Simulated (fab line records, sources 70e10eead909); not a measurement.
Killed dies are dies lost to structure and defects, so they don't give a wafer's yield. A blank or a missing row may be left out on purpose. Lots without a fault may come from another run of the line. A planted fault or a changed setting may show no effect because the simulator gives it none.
A sampling plan put to the test | flow nand_harc | one fab line, 30 faults that these records tell of, each judged on the records of the lots that it struck; 2 more are left out, because the records don't allow judging them
The plan is the line's own looks: the steps of the route at which a gauge or an inspection reads the wafer and doesn't change it. A look can be judged if struck wafers have a number there and the file gives its usual mean and standard deviation on fault-free wafers. Caught: at a look after the fault's first step, the mean of the struck wafers lies 4 or more of those standard deviations (sigma) from the usual mean. On the tool: the same test on the tool's own readings at the fault's steps. Another recipe on the struck wafers, or a record that is blank for them alone, also counts as caught.

THE FAULTS, as the simulator had put them in
1. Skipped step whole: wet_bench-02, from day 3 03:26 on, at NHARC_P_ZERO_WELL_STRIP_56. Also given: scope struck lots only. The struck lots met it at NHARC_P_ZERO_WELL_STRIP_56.
2. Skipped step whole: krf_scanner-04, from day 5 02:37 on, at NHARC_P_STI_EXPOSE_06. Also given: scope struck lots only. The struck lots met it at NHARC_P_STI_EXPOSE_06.
3. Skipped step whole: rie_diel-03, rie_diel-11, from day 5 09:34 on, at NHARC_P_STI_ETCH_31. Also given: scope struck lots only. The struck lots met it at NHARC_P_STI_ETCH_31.
4. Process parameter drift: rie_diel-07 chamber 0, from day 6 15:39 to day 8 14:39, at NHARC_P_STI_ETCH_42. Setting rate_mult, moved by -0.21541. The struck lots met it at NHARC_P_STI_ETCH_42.
5. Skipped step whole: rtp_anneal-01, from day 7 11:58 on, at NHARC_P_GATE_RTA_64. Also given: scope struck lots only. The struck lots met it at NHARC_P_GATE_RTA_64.
6. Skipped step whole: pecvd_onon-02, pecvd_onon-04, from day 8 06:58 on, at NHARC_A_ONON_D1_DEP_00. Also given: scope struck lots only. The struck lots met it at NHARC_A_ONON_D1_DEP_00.
7. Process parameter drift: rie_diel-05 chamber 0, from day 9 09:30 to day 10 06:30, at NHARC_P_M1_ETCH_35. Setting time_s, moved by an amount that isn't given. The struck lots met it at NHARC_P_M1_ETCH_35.
8. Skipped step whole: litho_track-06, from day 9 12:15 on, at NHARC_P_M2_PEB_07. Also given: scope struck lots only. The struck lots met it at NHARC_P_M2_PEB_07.
9. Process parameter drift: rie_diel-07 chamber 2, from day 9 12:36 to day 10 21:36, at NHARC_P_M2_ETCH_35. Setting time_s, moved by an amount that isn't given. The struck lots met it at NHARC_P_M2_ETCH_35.
10. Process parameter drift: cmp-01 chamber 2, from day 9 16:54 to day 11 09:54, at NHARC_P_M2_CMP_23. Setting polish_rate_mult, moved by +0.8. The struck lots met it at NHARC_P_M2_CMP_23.
11. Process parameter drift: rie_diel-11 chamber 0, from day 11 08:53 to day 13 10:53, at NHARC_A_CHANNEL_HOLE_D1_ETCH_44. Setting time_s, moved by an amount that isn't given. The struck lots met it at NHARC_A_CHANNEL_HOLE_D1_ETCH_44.
12. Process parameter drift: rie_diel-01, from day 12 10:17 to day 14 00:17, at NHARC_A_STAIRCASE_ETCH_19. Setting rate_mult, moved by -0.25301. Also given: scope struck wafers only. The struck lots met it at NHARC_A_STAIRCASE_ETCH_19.
13. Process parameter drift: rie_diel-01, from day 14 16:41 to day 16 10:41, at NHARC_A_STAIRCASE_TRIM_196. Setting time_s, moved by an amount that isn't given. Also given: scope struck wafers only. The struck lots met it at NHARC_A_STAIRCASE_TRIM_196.
14. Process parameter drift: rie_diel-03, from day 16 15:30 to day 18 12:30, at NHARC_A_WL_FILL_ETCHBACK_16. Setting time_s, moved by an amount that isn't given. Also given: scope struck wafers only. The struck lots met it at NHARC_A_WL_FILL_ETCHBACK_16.
15. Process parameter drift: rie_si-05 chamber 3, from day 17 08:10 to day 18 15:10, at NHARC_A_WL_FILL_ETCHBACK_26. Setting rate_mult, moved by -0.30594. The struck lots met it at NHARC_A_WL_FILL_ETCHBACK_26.
16. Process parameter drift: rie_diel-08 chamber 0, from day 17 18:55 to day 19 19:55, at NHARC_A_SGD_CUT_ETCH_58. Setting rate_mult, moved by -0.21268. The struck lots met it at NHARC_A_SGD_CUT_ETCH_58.
17. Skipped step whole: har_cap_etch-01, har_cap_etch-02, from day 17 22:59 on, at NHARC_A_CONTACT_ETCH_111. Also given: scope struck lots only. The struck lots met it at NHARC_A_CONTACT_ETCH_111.
18. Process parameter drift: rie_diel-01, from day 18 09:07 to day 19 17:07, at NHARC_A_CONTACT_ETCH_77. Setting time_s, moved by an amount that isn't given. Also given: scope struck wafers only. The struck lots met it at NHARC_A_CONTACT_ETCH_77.
19. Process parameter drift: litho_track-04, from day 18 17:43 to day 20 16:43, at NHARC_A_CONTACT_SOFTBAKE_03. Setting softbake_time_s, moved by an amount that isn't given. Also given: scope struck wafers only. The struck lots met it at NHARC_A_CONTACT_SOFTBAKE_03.
20. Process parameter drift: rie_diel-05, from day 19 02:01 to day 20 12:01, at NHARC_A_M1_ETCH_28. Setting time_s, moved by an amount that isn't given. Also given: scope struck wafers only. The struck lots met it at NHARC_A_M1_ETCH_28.
21. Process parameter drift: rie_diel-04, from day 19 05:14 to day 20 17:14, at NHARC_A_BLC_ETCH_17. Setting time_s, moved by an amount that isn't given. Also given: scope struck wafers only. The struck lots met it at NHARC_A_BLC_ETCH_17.
22. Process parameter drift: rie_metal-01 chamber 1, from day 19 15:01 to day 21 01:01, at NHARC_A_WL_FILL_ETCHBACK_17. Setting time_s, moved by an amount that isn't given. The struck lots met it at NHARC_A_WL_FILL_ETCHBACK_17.
23. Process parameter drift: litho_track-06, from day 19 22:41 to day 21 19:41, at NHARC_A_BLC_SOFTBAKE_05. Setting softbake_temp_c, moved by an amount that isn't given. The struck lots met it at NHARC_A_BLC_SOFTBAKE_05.
24. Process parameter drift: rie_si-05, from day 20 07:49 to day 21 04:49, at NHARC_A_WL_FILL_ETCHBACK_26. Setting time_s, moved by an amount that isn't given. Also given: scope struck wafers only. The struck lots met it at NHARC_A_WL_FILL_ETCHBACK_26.
25. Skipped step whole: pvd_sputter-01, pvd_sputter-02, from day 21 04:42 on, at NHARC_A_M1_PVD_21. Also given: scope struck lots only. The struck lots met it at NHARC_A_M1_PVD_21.
26. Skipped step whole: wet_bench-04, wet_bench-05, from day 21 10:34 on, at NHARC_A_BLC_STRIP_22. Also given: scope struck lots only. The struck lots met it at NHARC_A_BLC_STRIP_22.
27. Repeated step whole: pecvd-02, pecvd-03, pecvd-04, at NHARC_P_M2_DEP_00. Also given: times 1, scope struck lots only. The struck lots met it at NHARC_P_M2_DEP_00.
28. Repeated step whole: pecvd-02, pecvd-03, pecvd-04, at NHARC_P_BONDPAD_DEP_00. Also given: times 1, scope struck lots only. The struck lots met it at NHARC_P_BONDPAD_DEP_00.
29. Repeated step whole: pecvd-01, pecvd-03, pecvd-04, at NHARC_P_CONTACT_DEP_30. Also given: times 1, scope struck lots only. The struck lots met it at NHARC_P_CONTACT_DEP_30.
30. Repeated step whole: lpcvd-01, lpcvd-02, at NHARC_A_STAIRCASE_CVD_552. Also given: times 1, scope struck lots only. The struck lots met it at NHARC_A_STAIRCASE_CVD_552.

WHAT THE PLAN SAW
fault | on the tool itself                               | first look that catches it                   | reading, sigma | median hours from its first step to that look | hours from the fault's start to the first struck lot there | judged looks passed uncaught
1     | the tool's record is blank for the struck wafers | no look after it can be judged               | -              | -                                             | -                                                          | 0
2     | no reading that can be judged                    | no look after it can be judged               | -              | -                                             | -                                                          | 0
3     | the tool's record is blank for the struck wafers | no look after it can be judged               | -              | -                                             | -                                                          | 0
4     | oes_product_au -15 sigma                         | no look after it can be judged               | -              | -                                             | -                                                          | 0
5     | the tool's record is blank for the struck wafers | no look after it can be judged               | -              | -                                             | -                                                          | 0
6     | the tool's record is blank for the struck wafers | no look after it can be judged               | -              | -                                             | -                                                          | 0
7     | run_length_s -37 sigma                           | no look after it can be judged               | -              | -                                             | -                                                          | 0
8     | the tool's record is blank for the struck wafers | no look after it can be judged               | -              | -                                             | -                                                          | 0
9     | run_length_s -20 sigma                           | not the one look that can be judged after it | -              | -                                             | -                                                          | 1
10    | time_to_endpoint_s -4.0 sigma                    | NHARC_P_M2_THK_MEAS_24                       | thk_nm -5.7    | 0.3                                           | 1                                                          | 0
11    | run_length_s -23 sigma                           | no look after it can be judged               | -              | -                                             | -                                                          | 0
12    | oes_product_au -14 sigma                         | no look after it can be judged               | -              | -                                             | -                                                          | 0
13    | run_length_s +99 or beyond sigma                 | no look after it can be judged               | -              | -                                             | -                                                          | 0
14    | run_length_s -5.1 sigma                          | no look after it can be judged               | -              | -                                             | -                                                          | 0
15    | oes_product_au -26 sigma                         | no look after it can be judged               | -              | -                                             | -                                                          | 0
16    | oes_product_au -14 sigma                         | no look after it can be judged               | -              | -                                             | -                                                          | 0
17    | the tool's record is blank for the struck wafers | no look after it can be judged               | -              | -                                             | -                                                          | 0
18    | run_length_s -12 sigma                           | no look after it can be judged               | -              | -                                             | -                                                          | 0
19    | heater_power_total_W +99 or beyond sigma         | no look after it can be judged               | -              | -                                             | -                                                          | 0
20    | run_length_s -47 sigma                           | no look after it can be judged               | -              | -                                             | -                                                          | 0
21    | run_length_s -28 sigma                           | not the one look that can be judged after it | -              | -                                             | -                                                          | 1
22    | run_length_s -24 sigma                           | no look after it can be judged               | -              | -                                             | -                                                          | 0
23    | heater_power_total_W -35 sigma                   | no look after it can be judged               | -              | -                                             | -                                                          | 0
24    | run_length_s -11 sigma                           | not the one look that can be judged after it | -              | -                                             | -                                                          | 1
25    | the tool's record is blank for the struck wafers | no look after it can be judged               | -              | -                                             | -                                                          | 0
26    | the tool's record is blank for the struck wafers | not the one look that can be judged after it | -              | -                                             | -                                                          | 1
27    | no reading that can be judged                    | not the one look that can be judged after it | -              | -                                             | -                                                          | 1
28    | under 2 sigma                                    | not the one look that can be judged after it | -              | -                                             | -                                                          | 1
29    | under 2 sigma                                    | no look after it can be judged               | -              | -                                             | -                                                          | 0
30    | under 2 sigma                                    | no look after it can be judged               | -              | -                                             | -                                                          | 0
A dash: the fault isn't caught, or these records don't give the number.

Caught at a look: 1 of 30. Caught on the tool: 25 of 30. By one or the other: 25 of 30.
Caught on the tool alone: faults 1, 3, 4, 5, 6, 7, 8, 9, 11, 12, 13, 14, 15, 16, 17, 18, 19, 20, 21, 22, 23, 24, 25, 26.
Caught by neither: faults 2, 27, 28, 29, 30.

THINNER SAMPLING
If the look that catches a fault measured only every second or every third lot, by lot number, the first struck lot would be measured this late in the worst case:
fault | struck lots at that look, in order of time | every lot | every second lot | every third lot
10    | L596                                       | 1 h       | may miss it      | may miss it
Hours are from the fault's start to the first struck lot that is measured. The limit of 4 sigma was tested on all struck wafers together, so one lot alone may lie under it. Other struck lots may not be in these records.

THE LONGEST TIMED WAY FROM STEP TO LOOK
Fault 10: a median of 0.3 hours passes between NHARC_P_M2_CMP_23 and NHARC_P_M2_THK_MEAS_24. No look between them can be judged.
